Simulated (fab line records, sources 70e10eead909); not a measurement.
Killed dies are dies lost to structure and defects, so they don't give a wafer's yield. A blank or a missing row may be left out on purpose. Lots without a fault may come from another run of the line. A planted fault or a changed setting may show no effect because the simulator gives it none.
Which tool did it? | flow nand_harc | 6 lots, 18 wafers sampled, at 4 steps of a route of 1159

WHAT THE GAUGES READ, wafer by wafer
NHARC_END_SORT_01.
lot  | measured     | on        | killed_at_array
L890 | day 19 16:53 | prober-01 | 15 15 19
L897 | day 20 23:11 | prober-02 | 42 33 44
L898 | day 21 07:01 | prober-02 | 27 29 34
L908 | day 23 11:34 | prober-02 | 56 45 39
L907 | day 24 02:16 | prober-01 | 19 67 16
L910 | day 24 17:50 | prober-01 | 47 39 32

WHICH TOOL RAN EACH LOT (tool, then ch and the chambers of the sampled wafers, then the start)
lot  | NHARC_A_CONTACT_ETCH_97            | NHARC_THIN_TSV_PRE_CLEAN_50             | NHARC_THIN_TSV_PVD_19
L890 | rie_diel-05 ch 1,2,3, day 17 01:04 | pvd_sputter-03, day 19 03:52 or earlier | pvd_sputter-03, day 19 03:52 or earlier
L897 | rie_diel-07 ch 1,2,3, day 18 08:26 | pvd_sputter-01, day 20 14:57 or earlier | pvd_sputter-01, day 20 14:57 or earlier
L898 | rie_diel-05 ch 0,2, day 18 16:13   | pvd_sputter-01, day 20 21:40 or earlier | pvd_sputter-01, day 20 21:40 or earlier
L908 | rie_diel-05 ch 1,3, day 20 15:49   | pvd_sputter-02, day 23 04:34 or earlier | pvd_sputter-02, day 23 04:34 or earlier
L907 | rie_diel-07 ch 1,2,3, day 20 20:11 | pvd_sputter-01, day 23 07:56 or earlier | pvd_sputter-01, day 23 07:56 or earlier
L910 | rie_diel-05 ch 0,2, day 22 05:04   | pvd_sputter-01, day 24 06:22 or earlier | pvd_sputter-01, day 24 06:22 or earlier
- NHARC_A_CONTACT_ETCH_97: etches the open film in C4F6/O2, target depth 20 nm, time 10 s.
- NHARC_THIN_TSV_PRE_CLEAN_50: time 30 s.
- NHARC_THIN_TSV_PVD_19: deposits TaN, target thk 20 nm.

THE ANSWER, worked out from the rows above alone
Rule: what is usual is taken from the lots themselves. Put in order of their means at a reading, lots are off if they are a third of the lots or fewer, leave a main group of 4 or more, and stand apart from it by a gap of 3 or more times the standard deviation of the main group's means; of several such gaps the widest counts. A main group whose means are all the same, to the digits that the tables above print for the reading, isn't used. A lot without any number at a reading at which 4 lots or more have one is off too. The other lots that the step has rows for count as sound.
No lot is off at any reading shown: from this, nothing can be told.

WHAT THE SIMULATOR HAD PUT IN
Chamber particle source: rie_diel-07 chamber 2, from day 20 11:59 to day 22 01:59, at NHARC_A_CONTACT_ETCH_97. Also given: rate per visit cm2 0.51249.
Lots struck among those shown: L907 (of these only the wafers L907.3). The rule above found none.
